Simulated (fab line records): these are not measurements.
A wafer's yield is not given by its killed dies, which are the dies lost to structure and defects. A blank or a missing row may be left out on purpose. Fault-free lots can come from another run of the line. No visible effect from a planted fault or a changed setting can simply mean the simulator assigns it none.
fab line records -- flow n5_finfet
record: lots: 7, wafers: 39
route steps=1938 shown ZERO_LAYER@4 FIN_SAQP@138 GATE_CUT@467 MOL_CONTACT_COAG@562 BEOL_M0@738 BEOL_M1@830 BEOL_M3@974 BEOL_M6@1239 BEOL_M8@1332 BEOL_M12@1602 BEOL_M14@1751 TV_OPEN@1890 PASSIVATION@1936
start_h: hours from the record's first day to the start of the lot's first wafer shown -- wait_h: time in hours since the lot's previous step -- " same as the row above -- L1.1+2: a single row standing in for several wafers -- - either no value or no given start -- * or withheld: withheld -- < > ~ a bound
route shown NAME@n: names a module that has steps shown in the file, with the first one's number in the route -- usual: mean/standard deviation taken from wafers without a fault -- same: alike in all rows -- chamber/n: place in a boat -- sites: per-site readings -- _std_site: their standard deviation -- _edge_site: mean of outer sites minus mean of inner sites -- radius_mm: for every site, how far away it sits from the centre of the wafer -- mask NAME#n: copy n -- behind: the most recent tool/chamber to have shaped the wafer -- hold: cause of the lot's hold/its duration in hours/its outcome -- device: which transistor (n, p or np) failed to switch -- end of line: tests run on the same wafers once the route is complete -- a step given without rows: its recipe and nothing more -- killed: count of dies lost to structure and defects at first sort (not the wafer's yield) -- map: the dies of a wafer, with x for killed, . for not killed, _ for no die there
set.NAME: setting as actually run; set.NAME@STEP: the setting as run at that earlier step -- model.NAME: the simulator's own value behind a step, which no gauge read
lots where settings were altered on purpose, with a table for each step and a row for each wafer
== steps ==
step: N5_ZERO_LAYER_PECVD_02
recipe: material: SiO2, target_thk_a: 100, temp_c: 400, precursor: SiH4/N2O, pressure_torr: 0.75, rf_w: 275, time_s: 6
step: N5_FIN_SAQP_SPACER2_ALD_28
recipe: material: SiO2, target_thk_a: 81, temp_c: 300, ald_precursor_family: BDEAS, ald_co_reactant: O2-plasma, pulse_time_s: 1, purge_time_s: 2, co_reactant_purge_time_s: 2, pressure_torr: 2
step: N5_GATE_CUT_ETCHBACK_30
recipe: chemistry: Cl2/Ar, target: TiN, target_depth_a: 30, mode: isotropic, pressure_mtorr: 10, icp_w: 600, bias_w: 60, Cl2_flow_sccm: 40, Ar_flow_sccm: 60
step: N5_MOL_CONTACT_COAG_ALD_123
recipe: material: SiNx, target_thk_a: 50, temp_c: 400, ald_precursor_family: SiH2I2, ald_co_reactant: N2/H2-plasma, pulse_time_s: 1, purge_time_s: 2, co_reactant_purge_time_s: 2, ald_cycles: 100, pressure_torr: 2
step: N5_BEOL_M0_SPUTTER_134
recipe: material: Cu, target_thk_a: 40, temp_c: -20, chamber_pressure_pa: 0.07, power_w: withheld, time_s: 7.37
step: N5_BEOL_M1_SPUTTER_96
recipe: material: Cu, target_thk_a: 45, temp_c: -20, chamber_pressure_pa: 0.07, power_w: withheld, time_s: 8.29
step: N5_BEOL_M3_ETCH_70
recipe: chemistry: N2/H2, target: SOC, target_depth_a: 800, overetch_a: 160, mask_material: SiARC, temp_c: 40, time_s: 120, ion_energy_ev: 200, pressure_mtorr: 30, source_w: 840, bias_w: 150, n2_flow_sccm: 200, h2_flow_sccm: 200
step: N5_BEOL_M6_TRENCH_ETCH_37
recipe: chemistry: C4F6/O2, target_depth_a: 944.35, target: SiCOH_lowk, time_s: 31.5, ion_energy_ev: 250, pressure_mtorr: 30, source_w: 345, bias_w: 185, Ar_flow_sccm: 300, C4F6_flow_sccm: 10, O2_flow_sccm: 10
step: N5_BEOL_M8_ILD_DEP_00
recipe: material: SiCOH_lowk, target_thk_a: 1797.5, temp_c: 300, precursor: DEMS/porogen, pressure_torr: 5, rf_w: 500, time_s: 33.4
step: N5_BEOL_M12_ILD_DEP_00
recipe: material: SiOC, target_thk_a: 6589.2, temp_c: 350, precursor: DEMS/O2, pressure_torr: 5, rf_w: 500, time_s: 130.7
step: N5_BEOL_M14_ETCH_68
recipe: chemistry: N2/H2, target: SOC, mask_material: SiARC, source_w: 3000, bias_w: 350, temp_c: 40, time_s: 450, ion_energy_ev: 200, pressure_mtorr: 30, n2_flow_sccm: 200, h2_flow_sccm: 200
step: N5_PASSIVATION_ETCH_15
recipe: chemistry: CF4/N2, target: SiCN, target_depth_a: 750, taper_deg: 2, time_s: 81.2, ion_energy_ev: 150, mask_material: SiNx, pressure_mtorr: 40, source_w: 430, bias_w: 70, Ar_flow_sccm: 100, cf4_flow_sccm: 60, n2_flow_sccm: 60
step: N5_PASSIVATION_PROBE_49
usual: defect_limited_yield: 90.9/1.4, killed_at_M0_to_M3: 38/11, killed_dies: 107/16, killed_on_rim: 14/3.6
lot.wafer,tool,chamber,start_h,wait_h,set.time_s@ZERO_LAYER_PECVD_02,set.target_thk_a@FIN_SAQP_SPACER2_ALD_28,set.target_depth_a@GATE_CUT_ETCHBACK_30,set.ald_cycles@MOL_CONTACT_COAG_ALD_123,set.time_s@BEOL_M0_SPUTTER_134,set.target_thk_a@BEOL_M1_SPUTTER_96,set.time_s@BEOL_M3_ETCH_70,set.time_s@BEOL_M6_TRENCH_ETCH_37,set.target_thk_a@BEOL_M8_ILD_DEP_00,set.time_s@BEOL_M12_ILD_DEP_00,set.time_s@BEOL_M14_ETCH_68,set.target_depth_a@PASSIVATION_ETCH_15,defect_limited_yield[%],killed_at_M0_to_M3,killed_dies,killed_on_rim
L080.1,prober-02,-,371.76,0.0,6,129.6,30,100,9.558,45,89.45,37.61,1797.5,130.7,450,950.5,89.7,47,121,20
L080.2,prober-02,-,371.81,0.1,6,81,19.64,138,7.37,45,120,31.5,1797.5,130.7,450,750,91.3,38,103,12
L080.3,prober-02,-,371.86,0.1,3.399,129.6,30,100,7.37,30.51,89.45,31.5,1797.5,130.7,450,750,90.3,39,115,16
L080.4,prober-02,-,371.91,0.2,3.399,129.6,19.64,138,7.37,30.51,89.45,37.61,1797.5,130.7,450,750,86.5,45,159,23
L080.5,prober-02,-,371.96,0.2,6,81,19.64,100,9.558,30.51,120,37.61,1797.5,130.7,450,950.5,91.0,35,106,14
L080.6,prober-02,-,372.01,0.3,3.399,81,30,138,9.558,45,120,31.5,1797.5,130.7,450,950.5,67.8,38,380,11
L079.1,prober-01,-,372.04,0.0,4.204,48.22,17.96,100,2.968,45,53.62,31.5,1797.5,130.7,544.3,978.5,0,1101,1180,152
L079.2,prober-01,-,372.09,0.1,4.204,81,30,100,7.37,45,120,31.5,2435,130.7,544.3,978.5,90.2,34,116,16
L079.3,prober-01,-,372.14,0.1,6,81,17.96,100,7.37,45,53.62,31.5,2435,202.3,450,978.5,0,1077,1180,152
L079.4,prober-01,-,372.19,0.2,4.204,48.22,30,72,2.968,45,53.62,31.5,2435,130.7,450,750,0,1133,1180,152
L079.5,prober-01,-,372.24,0.2,6,48.22,17.96,72,7.37,45,120,31.5,1797.5,202.3,450,750,91.4,37,101,13
L079.6,prober-01,-,372.29,0.3,6,81,30,72,2.968,45,120,31.5,1797.5,202.3,544.3,750,90.9,43,107,13
L081.1,prober-02,-,381.80,0.0,6,81,30,100,7.37,63.16,57.44,31.5,1797.5,76.02,450,1175,0,1114,1180,152
L081.2,prober-02,-,381.85,0.1,6,81,45.67,81,7.37,63.16,57.44,31.5,1249,130.7,600.5,1175,0,1124,1180,152
L081.3,prober-02,-,381.90,0.1,6,81,30,81,7.37,45,120,31.5,1797.5,130.7,450,750,89.4,46,125,17
L081.4,prober-02,-,381.95,0.2,6,81,30,81,9.418,63.16,120,31.5,1797.5,76.02,600.5,750,90.6,34,111,15
L081.5,prober-02,-,382.00,0.2,6,81,45.67,100,9.418,45,120,31.5,1249,130.7,600.5,750,93.0,28,83,15
L081.6,prober-02,-,382.05,0.3,6,81,45.67,100,9.418,45,57.44,31.5,1249,76.02,450,1175,0,1088,1180,152
L084.1,prober-02,-,406.66,0.0,6,81,30,145,5.205,67.07,120,47.24,1797.5,130.7,286.1,750,85.6,38,170,24
L084.2,prober-02,-,406.71,0.1,2.916,81,37.19,145,5.205,67.07,120,31.5,1797.5,163.4,286.1,750,40.2,42,706,56
L084.3,prober-02,-,406.76,0.1,6,81,37.19,100,7.37,45,120,47.24,1797.5,163.4,450,750,87.5,39,147,14
L084.4,prober-02,-,406.81,0.2,6,81,30,100,5.205,45,54.7,31.5,1797.5,130.7,286.1,750,0,1111,1180,152
L084.5,prober-02,-,406.86,0.2,2.916,81,30,100,7.37,67.07,54.7,31.5,1797.5,130.7,450,750,0,1130,1180,152
L084.6,prober-02,-,406.91,0.3,2.916,81,37.19,145,7.37,45,54.7,47.24,1797.5,163.4,450,750,0,1096,1180,152
L089.1,prober-01,-,417.35,0.0,6,81,30,157,7.37,45,180.4,44.24,1797.5,67.17,450,504.7,0,51,1180,152
L089.2,prober-01,-,417.40,0.1,7.04,81,30,100,7.37,45,180.4,44.24,1797.5,130.7,257,750,89.0,72,130,15
L089.3,prober-01,-,417.45,0.1,7.04,81,30,157,11.18,45,120,31.5,1797.5,130.7,450,504.7,0,53,1180,152
L089.4,prober-01,-,417.50,0.2,6,81,30,157,11.18,45,180.4,31.5,1797.5,130.7,450,750,26.9,64,862,123
L089.5,prober-01,-,417.55,0.2,7.04,81,30,100,11.18,45,120,44.24,1797.5,67.17,257,504.7,0,75,1180,152
L089.6,prober-01,-,417.60,0.3,6,81,30,100,7.37,45,120,31.5,1797.5,67.17,257,750,90.1,48,117,25
L090.1,prober-02,-,424.41,0.0,6,81,30,100,7.37,45,120,31.5,1797.5,130.7,450,750,89.6,48,123,14
L090.2,prober-02,-,424.46,0.1,6,81,30,100,7.37,45,120,31.5,1797.5,130.7,450,750,90.6,50,111,18
L090.3,prober-02,-,424.51,0.1,6,81,30,100,7.37,45,120,31.5,1797.5,130.7,450,750,87.5,71,147,24
L095.1,prober-02,-,461.94,0.0,6,42.16,30,124,7.37,45,120,31.5,1797.5,70.5,371.7,1099,90.8,44,109,10
L095.2,prober-02,-,461.99,0.1,7.335,81,30,124,7.37,45,59.85,31.5,1797.5,70.5,371.7,1099,0.4,1131,1175,149
L095.3,prober-02,-,462.04,0.1,6,42.16,30,100,7.37,63.32,59.85,31.5,1797.5,130.7,450,750,0,1143,1180,152
L095.4,prober-02,-,462.09,0.2,6,81,30,100,7.37,63.32,120,37.65,1797.5,70.5,450,750,92.6,26,87,15
L095.5,prober-02,-,462.14,0.2,7.335,81,30,124,7.37,63.32,120,37.65,1797.5,130.7,371.7,750,92.2,42,92,11
L095.6,prober-02,-,462.19,0.3,7.335,42.16,30,100,7.37,45,59.85,37.65,1797.5,130.7,450,1099,0,1132,1180,152
killed by level:class
L080.1 MOL_CONTACT_COAG:geometric_particle:open=18 BEOL_M3:geometric_particle:open=15 FIN_SAQP:geometric_particle:short=10 BEOL_M0_SAQP:geometric_particle:short=10 BEOL_M0_SAQP:geometric_particle:open=9 GATE_CUT:geometric_particle:short=8 BEOL_M4:geometric_particle:open=7 STI_FIN_REVEAL:geometric_particle:open=5
L080.2 BEOL_M3:geometric_particle:open=14 MOL_CONTACT_COAG:geometric_particle:open=13 FIN_SAQP:geometric_particle:open=8 BEOL_M2:geometric_particle:open=7 MOL_CONTACT_COAG:geometric_particle:short=5 BEOL_M0_SAQP:geometric_particle:open=5 BEOL_M1:geometric_particle:open=5 FIN_SAQP:geometric_particle:short=4
L080.3 BEOL_M3:geometric_particle:open=13 FIN_SAQP:geometric_particle:short=12 MOL_CONTACT_COAG:geometric_particle:open=11 BEOL_M2:geometric_particle:open=9 FIN_SAQP:geometric_particle:open=8 BEOL_M1:geometric_particle:open=8 STI_FIN_REVEAL:geometric_particle:open=5 DUMMY_GATE:geometric_particle:open=4
L080.4 MOL_CONTACT_COAG:area_etch=34 MOL_CONTACT_COAG:geometric_particle:open=13 BEOL_M0_SAQP:geometric_particle:short=13 BEOL_M4:geometric_particle:open=12 FIN_SAQP:geometric_particle:short=9 BEOL_M3:geometric_particle:open=9 BEOL_M1:geometric_particle:open=8 BEOL_M2:geometric_particle:open=7
L080.5 BEOL_M2:geometric_particle:open=10 BEOL_M3:geometric_particle:open=9 STI_FIN_REVEAL:geometric_particle:open=8 MOL_CONTACT_COAG:geometric_particle:open=8 BEOL_M4:geometric_particle:open=8 FIN_SAQP:geometric_particle:open=6 PASS1_CAP:geometric_particle:short=6 FIN_SAQP:geometric_particle:short=5
L080.6 MOL_CONTACT_COAG:area_etch=261 MOL_CONTACT_COAG:geometric_particle:open=16 BEOL_M3:geometric_particle:open=14 GATE_CUT:geometric_particle:short=10 BEOL_M0_SAQP:geometric_particle:short=9 FIN_SAQP:geometric_particle:open=8 FIN_SAQP:geometric_particle:short=6 BEOL_M2:geometric_particle:open=5
L079.1 BEOL_M3:area_etch=1049 FIN_SAQP:geometric_particle:open=20 BEOL_M0_SAQP:geometric_particle:short=14 BEOL_M3:geometric_particle:open=14 FIN_SAQP:geometric_particle:short=11 STI_FIN_REVEAL:geometric_particle:open=9 BEOL_M0:interface_void_opened=8 BEOL_M0_SAQP:geometric_particle:open=7
L079.2 MOL_CONTACT_COAG:geometric_particle:open=11 BEOL_M0_SAQP:geometric_particle:short=10 FIN_SAQP:geometric_particle:open=9 FIN_SAQP:geometric_particle:short=8 STI_FIN_REVEAL:geometric_particle:open=7 BEOL_M3:geometric_particle:open=7 BEOL_M0_SAQP:geometric_particle:open=6 STARTING-WAFER:geometric_particle:open=6
L079.3 BEOL_M3:area_etch=1046 FIN_SAQP:geometric_particle:open=19 MOL_CONTACT_COAG:geometric_particle:open=12 FIN_SAQP:geometric_particle:short=10 BEOL_M0_SAQP:geometric_particle:short=9 BEOL_M4:geometric_particle:open=9 BEOL_M5:geometric_particle:open=8 MOL_CONTACT_COAG:geometric_particle:short=6
L079.4 BEOL_M3:area_etch=1090 BEOL_M0:interface_void_opened=10 BEOL_M2:geometric_particle:open=8 MOL_CONTACT_COAG:geometric_particle:open=8 BEOL_M3:geometric_particle:open=7 BEOL_M0_SAQP:geometric_particle:open=6 BEOL_M4:geometric_particle:open=6 STI_FIN_REVEAL:geometric_particle:open=5
L079.5 BEOL_M0_SAQP:geometric_particle:short=12 FIN_SAQP:geometric_particle:open=11 BEOL_M3:geometric_particle:open=9 MOL_CONTACT_COAG:geometric_particle:open=9 FIN_SAQP:geometric_particle:short=8 BEOL_M0_SAQP:geometric_particle:open=8 STI_FIN_REVEAL:geometric_particle:open=5 STARTING-WAFER:geometric_particle:open=4
L079.6 BEOL_M0:geometric_particle:open=9 STI_FIN_REVEAL:geometric_particle:open=8 BEOL_M4:geometric_particle:open=8 FIN_SAQP:geometric_particle:short=7 BEOL_M0:interface_void_opened=7 FIN_SAQP:geometric_particle:open=6 BEOL_M3:geometric_particle:open=6 BEOL_M0_SAQP:geometric_particle:open=6
L081.1 BEOL_M3:area_etch=1089 STI_FIN_REVEAL:geometric_particle:open=13 MOL_CONTACT_COAG:geometric_particle:open=10 BEOL_M4:geometric_particle:open=9 BEOL_M0_SAQP:geometric_particle:short=8 FIN_SAQP:geometric_particle:open=7 GATE_CUT:geometric_particle:short=6 BEOL_M0_SAQP:geometric_particle:open=4
L081.2 BEOL_M3:area_etch=1086 FIN_SAQP:geometric_particle:open=7 BEOL_M0_SAQP:geometric_particle:short=7 BEOL_M1:geometric_particle:open=7 BEOL_M3:geometric_particle:open=7 STI_FIN_REVEAL:geometric_particle:open=6 MOL_CONTACT_COAG:geometric_particle:open=6 BEOL_M1:geometric_particle:short=6
L081.3 BEOL_M3:geometric_particle:open=16 STI_FIN_REVEAL:geometric_particle:open=14 BEOL_M0_SAQP:geometric_particle:open=13 MOL_CONTACT_COAG:geometric_particle:open=10 BEOL_M4:geometric_particle:open=10 FIN_SAQP:geometric_particle:open=7 BEOL_M0_SAQP:geometric_particle:short=6 BEOL_M4:geometric_particle:short=5
L081.4 BEOL_M0_SAQP:geometric_particle:short=12 BEOL_M4:geometric_particle:open=12 FIN_SAQP:geometric_particle:open=9 FIN_SAQP:geometric_particle:short=8 MOL_CONTACT_COAG:geometric_particle:open=7 BEOL_M0_SAQP:geometric_particle:open=7 BEOL_M5:geometric_particle:open=6 GATE_CUT:geometric_particle:open=5
L081.5 MOL_CONTACT_COAG:geometric_particle:open=11 BEOL_M4:geometric_particle:open=9 BEOL_M0_SAQP:geometric_particle:open=7 FIN_SAQP:geometric_particle:short=6 STI_FIN_REVEAL:geometric_particle:open=6 BEOL_M1:geometric_particle:open=6 BEOL_M0_SAQP:geometric_particle:short=4 BEOL_M3:geometric_particle:open=4
L081.6 BEOL_M3:area_etch=1049 FIN_SAQP:geometric_particle:open=24 BEOL_M4:geometric_particle:open=12 BEOL_M0_SAQP:geometric_particle:short=8 BEOL_M1:geometric_particle:open=8 FIN_SAQP:geometric_particle:short=7 BEOL_M0_SAQP:geometric_particle:open=6 MOL_CONTACT_COAG:geometric_particle:open=5
L084.1 BEOL_M6:area_etch=60 FIN_SAQP:geometric_particle:short=9 FIN_SAQP:geometric_particle:open=7 MOL_CONTACT_COAG:geometric_particle:open=7 MIM_TOP_ETCH:geometric_particle:short=6 DUMMY_GATE:geometric_particle:open=5 GATE_CUT:geometric_particle:short=5 BEOL_M0_SAQP:geometric_particle:open=5
L084.2 MOL_CONTACT_COAG:area_etch=610 BEOL_M3:geometric_particle:open=13 FIN_SAQP:geometric_particle:open=6 GATE_CUT:geometric_particle:short=6 BEOL_M0_SAQP:geometric_particle:open=6 MOL_CONTACT_COAG:geometric_particle:open=5 BEOL_M0_SAQP:geometric_particle:short=5 MOL_CONTACT_COAG:geometric_particle:short=4
L084.3 BEOL_M6:area_etch=50 BEOL_M0_SAQP:geometric_particle:open=9 BEOL_M1:geometric_particle:open=9 FIN_SAQP:geometric_particle:open=8 DUMMY_GATE:geometric_particle:open=7 BEOL_M0_SAQP:geometric_particle:short=7 MOL_CONTACT_COAG:geometric_particle:open=6 BEOL_M3:geometric_particle:open=6
L084.4 BEOL_M3:area_etch=1065 STI_FIN_REVEAL:geometric_particle:open=16 BEOL_M3:geometric_particle:open=14 MOL_CONTACT_COAG:geometric_particle:open=8 FIN_SAQP:geometric_particle:short=7 FIN_SAQP:geometric_particle:open=5 GATE_CUT:geometric_particle:short=5 BEOL_M0:geometric_particle:open=5
L084.5 BEOL_M3:area_etch=1087 BEOL_M0_SAQP:geometric_particle:open=9 BEOL_M0_SAQP:geometric_particle:short=9 STI_FIN_REVEAL:geometric_particle:open=8 BEOL_M2:geometric_particle:open=8 BEOL_M3:geometric_particle:open=7 FIN_SAQP:geometric_particle:open=6 MOL_CONTACT_COAG:geometric_particle:open=5
L084.6 BEOL_M3:area_etch=1058 MOL_CONTACT_COAG:area_etch=27 BEOL_M3:geometric_particle:open=16 FIN_SAQP:geometric_particle:open=13 FIN_SAQP:geometric_particle:short=6 BEOL_M1:geometric_particle:open=6 MOL_CONTACT_COAG:geometric_particle:open=6 BEOL_M3:geometric_particle:short=5
L089.1 TV_OPEN:area_etch=570 MOL_CONTACT_COAG:area_etch=512 BEOL_M0_SAQP:geometric_particle:short=15 BEOL_M0_SAQP:geometric_particle:open=11 FIN_SAQP:geometric_particle:short=9 BEOL_M3:geometric_particle:open=9 FIN_SAQP:geometric_particle:open=8 BEOL_M1:geometric_particle:open=8
L089.2 BEOL_M0_SAQP:geometric_particle:open=14 BEOL_M2:geometric_particle:open=14 BEOL_M0_SAQP:geometric_particle:short=12 MOL_CONTACT_COAG:geometric_particle:open=10 BEOL_M1:geometric_particle:open=10 BEOL_M0:geometric_particle:open=9 FIN_SAQP:geometric_particle:short=4 FIN_SAQP:geometric_particle:open=4
L089.3 TV_OPEN:area_etch=1044 BEOL_M0_SAQP:geometric_particle:open=15 FIN_SAQP:geometric_particle:open=11 BEOL_M1:geometric_particle:open=11 MOL_CONTACT_COAG:area_etch=10 FIN_SAQP:geometric_particle:short=8 MOL_CONTACT_COAG:geometric_particle:open=8 BEOL_M0_SAQP:geometric_particle:short=8
L089.4 MOL_CONTACT_COAG:area_etch=737 BEOL_M0_SAQP:geometric_particle:open=16 BEOL_M3:geometric_particle:open=11 MOL_CONTACT_COAG:geometric_particle:open=9 BEOL_M1:geometric_particle:open=9 BEOL_M2:geometric_particle:open=8 BEOL_M0_SAQP:geometric_particle:short=7 FIN_SAQP:geometric_particle:short=6
L089.5 TV_OPEN:area_etch=1065 BEOL_M0_SAQP:geometric_particle:short=26 BEOL_M0_SAQP:geometric_particle:open=25 MOL_CONTACT_COAG:geometric_particle:open=9 BEOL_M0:geometric_particle:open=7 FIN_SAQP:geometric_particle:open=6 BEOL_M1:geometric_particle:open=4 BEOL_M2:geometric_particle:open=4
L089.6 BEOL_M12:area_dep=16 BEOL_M0_SAQP:geometric_particle:short=14 BEOL_M1:geometric_particle:open=13 MOL_CONTACT_COAG:geometric_particle:open=10 BEOL_M0_SAQP:geometric_particle:open=9 FIN_SAQP:geometric_particle:short=6 GATE_CUT:geometric_particle:short=5 BEOL_M3:geometric_particle:open=5
L090.1 FIN_SAQP:geometric_particle:open=17 MOL_CONTACT_COAG:geometric_particle:open=13 BEOL_M3:geometric_particle:open=12 BEOL_M0_SAQP:geometric_particle:open=12 BEOL_M0_SAQP:geometric_particle:short=10 STI_FIN_REVEAL:geometric_particle:open=7 FIN_SAQP:geometric_particle:short=6 BEOL_M1:geometric_particle:open=6
L090.2 BEOL_M3:geometric_particle:open=18 MOL_CONTACT_COAG:geometric_particle:open=15 BEOL_M0_SAQP:geometric_particle:open=8 BEOL_M0_SAQP:geometric_particle:short=8 MOL_CONTACT_COAG:geometric_particle:short=7 BEOL_M1:geometric_particle:open=7 STI_FIN_REVEAL:geometric_particle:open=4 BEOL_M1:geometric_particle:short=4
L090.3 MOL_CONTACT_COAG:geometric_particle:open=28 BEOL_M3:geometric_particle:open=25 BEOL_M0_SAQP:geometric_particle:open=14 STI_FIN_REVEAL:geometric_particle:open=9 BEOL_M0_SAQP:geometric_particle:short=8 MOL_CONTACT_COAG:geometric_particle:short=7 BEOL_M2:geometric_particle:open=7 BEOL_M1:geometric_particle:open=5
L095.1 STI_FIN_REVEAL:geometric_particle:open=19 MOL_CONTACT_COAG:geometric_particle:open=12 BEOL_M3:geometric_particle:open=10 BEOL_M2:geometric_particle:open=7 BEOL_M3:geometric_particle:short=7 STI_FIN_REVEAL:geometric_particle:short=6 BEOL_M0_SAQP:geometric_particle:short=6 FIN_SAQP:geometric_particle:short=3
L095.2 BEOL_M3:area_etch=1114 STI_FIN_REVEAL:geometric_particle:open=8 MOL_CONTACT_COAG:geometric_particle:open=6 STI_FIN_REVEAL:geometric_particle:short=3 BEOL_M0:geometric_particle:open=3 BEOL_M1:geometric_particle:open=3 BEOL_M2:geometric_particle:open=3 DUMMY_GATE:geometric_particle:open=2
L095.3 BEOL_M3:area_etch=1114 BEOL_M2:geometric_particle:open=8 BEOL_M3:geometric_particle:open=6 FIN_SAQP:geometric_particle:open=5 STI_FIN_REVEAL:geometric_particle:open=5 MOL_CONTACT_COAG:geometric_particle:open=5 BEOL_M0_SAQP:geometric_particle:short=5 BEOL_M2:geometric_particle:short=4
L095.4 M10:area_ald=13 FIN_SAQP:geometric_particle:open=5 BEOL_M3:geometric_particle:short=5 DUMMY_GATE:geometric_particle:open=4 MOL_CONTACT_COAG:geometric_particle:open=4 BEOL_M0_SAQP:geometric_particle:open=4 BEOL_M0_SAQP:geometric_particle:short=4 BEOL_M3:geometric_particle:open=4
L095.5 MOL_CONTACT_COAG:geometric_particle:open=14 BEOL_M2:geometric_particle:open=13 BEOL_M3:geometric_particle:open=9 STI_FIN_REVEAL:geometric_particle:open=7 BEOL_M1:geometric_particle:open=5 BEOL_M2:geometric_particle:short=5 BEOL_M0:geometric_particle:short=3 BEOL_M4:geometric_particle:open=3
L095.6 BEOL_M3:area_etch=1089 BEOL_M3:geometric_particle:open=16 STI_FIN_REVEAL:geometric_particle:open=15 BEOL_M2:geometric_particle:open=10 MOL_CONTACT_COAG:geometric_particle:open=7 BEOL_M0_SAQP:geometric_particle:short=4 BEOL_M1:geometric_particle:open=4 GATE_CUT:geometric_particle:short=3
== key ==
split: step: N5_ZERO_LAYER_PECVD_02, setting: time_s, stated_as: 6
response none clear
split: step: N5_FIN_SAQP_SPACER2_ALD_28, setting: target_thk_a, stated_as: 81
response none clear
split: step: N5_GATE_CUT_ETCHBACK_30, setting: target_depth_a, stated_as: 30
response none clear
split: step: N5_MOL_CONTACT_COAG_ALD_123, setting: ald_cycles, stated_as: 100
response none clear
split: step: N5_BEOL_M0_SPUTTER_134, setting: time_s, stated_as: 7.37
response none clear
split: step: N5_BEOL_M1_SPUTTER_96, setting: target_thk_a, stated_as: 45
response none clear
split: step: N5_BEOL_M3_ETCH_70, setting: time_s, stated_as: 120
response: step: N5_PASSIVATION_PROBE_49, reading: killed_at_M0_to_M3, slope: -15.2, per: 1%, together_with: all, explained: 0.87
response: step: N5_PASSIVATION_PROBE_49, reading: killed_on_rim, slope: -2.18, per: 1%, together_with: all, explained: 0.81
response: step: N5_PASSIVATION_PROBE_49, reading: defect_limited_yield, slope: +1.39, per: 1%, together_with: all, explained: 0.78
response: step: N5_PASSIVATION_PROBE_49, reading: killed_dies, slope: -16.4, per: 1%, together_with: all, explained: 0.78
split: step: N5_BEOL_M6_TRENCH_ETCH_37, setting: time_s, stated_as: 31.5
response none clear
split: step: N5_BEOL_M8_ILD_DEP_00, setting: target_thk_a, stated_as: 1797.5
response none clear
split: step: N5_BEOL_M12_ILD_DEP_00, setting: time_s, stated_as: 130.7
response none clear
split: step: N5_BEOL_M14_ETCH_68, setting: time_s, stated_as: 450
response none clear
split: step: N5_PASSIVATION_ETCH_15, setting: target_depth_a, stated_as: 750
response none clear
